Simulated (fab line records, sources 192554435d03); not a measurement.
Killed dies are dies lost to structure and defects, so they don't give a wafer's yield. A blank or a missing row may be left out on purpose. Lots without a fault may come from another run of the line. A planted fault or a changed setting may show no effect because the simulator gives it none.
A struck lot beside a sound one | flow n5_finfet | 38 steps out of a route of 1938
Sound: wafers L756.2, L756.4, L756.5. Struck: wafer L765.1. (L765.3, L765.5 of the same lot were not struck and are left out.) The cause comes at the end.
At each step with rows: each side's tool, then ch and its chambers, then its first start. Under that, the readings that differ: sound wafers | struck wafers | difference of the means | sigmas: that difference in standard deviations of wafers without a fault.
alike: readings whose means differ by less than 2 such deviations, and words and numbers that are the same on both sides. not compared: withheld readings, readings that some wafer has no value for, bounds like >300 that may hide the same value, and numbers for which the record gives no deviation and whose values overlap.
The two part at a step that has a row with sigmas, a row that says differs or no value, or rows on one side only. Numbers that don't overlap but have no deviation are shown without sigmas and don't part them. A reading that every wafer of one side lacks parts them only if that side has two wafers or more.

first, 8 steps without rows for these wafers: N5_BEOL_M0_ANNEAL_119 (time 90 s); N5_BEOL_M0_CMP_120 (polishes, stops on SiOC, t overpolish 6.9 s); N5_BEOL_M0_PRE_CLEAN_131 (time 15 s); N5_BEOL_M0_CO_CAP_123 (material Co, precursor CCTBA/H2, target thk 2 nm, time 102.1 s); N5_BEOL_M0_PRE_CLEAN_124 (time 15 s); N5_BEOL_M0_DEP_125 (deposits SiCN from 3MS/NH3, target thk 8 nm, time 14 s); N5_BEOL_M1_ILD_DEP_00 (deposits SiOC from DEMS/O2, target thk 79 nm, time 15.3 s); N5_BEOL_M1_PECVD_72 (deposits SiO2 from TEOS/O2, target thk 16 nm, time 18 s).
N5_BEOL_M1_HM_DEP_02: deposits TiN, target thk 20 nm.
  sound on pvd_sputter-02, day 8 16:23; struck on pvd_sputter-02, day 10 20:55
  reading                                    | sound        | struck | difference | sigmas
  model.TiN_of_BEOL_M1_HM_DEP_02.thk_nm (nm) | 19.8 19.8 20 | 27.8   | +7.9       |
  alike: susceptor_temp_C, throttle_valve_pct
then, 16 steps without rows for these wafers: N5_BEOL_M1_COAT_61 (time 60 s, resist thk 60 nm); N5_BEOL_M1_COAT_62 (time 60 s, resist thk 12 nm); N5_BEOL_M1_COAT_73 (time 60 s, resist thk 5 nm); N5_BEOL_M1_COAT_05 (resist thk 30 nm); N5_BEOL_M1_EBR_07; N5_BEOL_M1_SOFTBAKE_06 (time 60 s); N5_BEOL_M1_EXPOSE_08 (exposes mask M1); N5_BEOL_M1_PEB_09 (peb time 60 s); N5_BEOL_M1_DEVELOP_10 (develop time 30 s); N5_BEOL_M1_DESCUM_16 (chemistry O2, time 7 s); N5_BEOL_M1_ETCH_74 (etches underlayer in N2/H2, target depth 6.5 nm, time 5.2 s); N5_BEOL_M1_ETCH_63 (etches SiARC in CF4, target depth 15.6 nm, time 26 s); N5_BEOL_M1_ETCH_64 (etches SOC in N2/H2, target depth 75 nm, overetch 15 nm, time 112.5 s); N5_BEOL_M1_STRIP_65 (strips in N2/H2); N5_BEOL_M1_STRIP_75 (strips in N2/H2); N5_BEOL_M1_STRIP_66 (strips in CF4).
N5_BEOL_M1_HM_OPEN_17: chemistry Cl2/BCl3, target TiN, target depth 20 nm, overetch 6 nm.
  sound on rie_metal-02 ch 0,1, day 8 17:17; struck on rie_metal-03 ch 0, day 10 21:49
  reading                  | sound             | struck | difference | sigmas
  oes_product_au (a.u.)    | 0.75 0.74 0.75    | 0.86   | +0.11      | +2
  throttle_valve_pct (%)   | 22.48 22.27 22.30 | 21.66  | -0.69      | -3
  model.etch.depth_nm (nm) | 19.79 19.78 20.02 | 25.72  | +5.86      |
  alike: bias_w, drypump_motor_current_A, rf_fwd_power_W
  not compared: rf_hours_counter_h
then, 8 steps without rows for these wafers: N5_BEOL_M1_STRIP_19 (strips in O2); N5_BEOL_M1_COAT_67 (time 60 s, resist thk 60 nm); N5_BEOL_M1_COAT_68 (time 60 s, resist thk 12 nm); N5_BEOL_M1_COAT_76 (time 60 s, resist thk 5 nm); N5_BEOL_M1_COAT_22 (resist thk 30 nm); N5_BEOL_M1_EBR_24; N5_BEOL_M1_SOFTBAKE_23 (time 60 s); N5_BEOL_M1_EXPOSE_25 (exposes mask V0, defocus 5 nm, target cd 24 nm).
N5_BEOL_M1_TRENCH_ETCH_37: etches SiOC in C4F6/O2, target depth 55.207 nm, time 29 s.
  sound on rie_diel-02 ch 0,1,2; struck on rie_diel-06 ch 1
  reading                                    | sound          | struck | difference | sigmas
  drypump_motor_current_A (A)                | 5.7 5.2 5.0    | 6.6    | +1.3       | +2
  model.TiN_of_BEOL_M1_HM_DEP_02.thk_nm (nm) | 17.4 17.6 17.6 | 25.4   | +7.9       |
  alike: bias_w, oes_product_au, rf_fwd_power_W, rf_vpp_V, showerhead_plenum_p_Torr, throttle_valve_pct
  not compared: rf_hours_counter_h
N5_BEOL_M1_OCD_MEAS_38:
  sound on ocd-01, day 9 11:28; struck on ocd-01, day 11 03:19
  reading              | sound          | struck | difference | sigmas
  trench_depth_nm (nm) | 56.7 54.4 56.5 | 37.6   | -18.3      | -19
N5_BEOL_M4_RC_MEAS_101:
  sound on prober-01 ch 0, day 10 21:46; struck on prober-01 ch 0, day 12 23:48
  alike: DIBL_N, DIBL_P, IOFF_N, IOFF_P, ION_N, ION_P, SS_N, SS_P, VT_N, VT_P
-- the record jumps here: 4 days lie between the struck wafers' starts before and after (it left off in module BEOL_M4 and takes up again in module PASSIVATION, whose first step shown is number 1936 of the route) --
N5_PASSIVATION_PROBE_49:
  the record has rows for the struck wafers here (prober-01, day 17 04:18) and none for the sound ones

WHERE THEY PART
First at N5_BEOL_M1_HM_OPEN_17; last, within this record, at N5_PASSIVATION_PROBE_49.

WHY: what the simulator had put in
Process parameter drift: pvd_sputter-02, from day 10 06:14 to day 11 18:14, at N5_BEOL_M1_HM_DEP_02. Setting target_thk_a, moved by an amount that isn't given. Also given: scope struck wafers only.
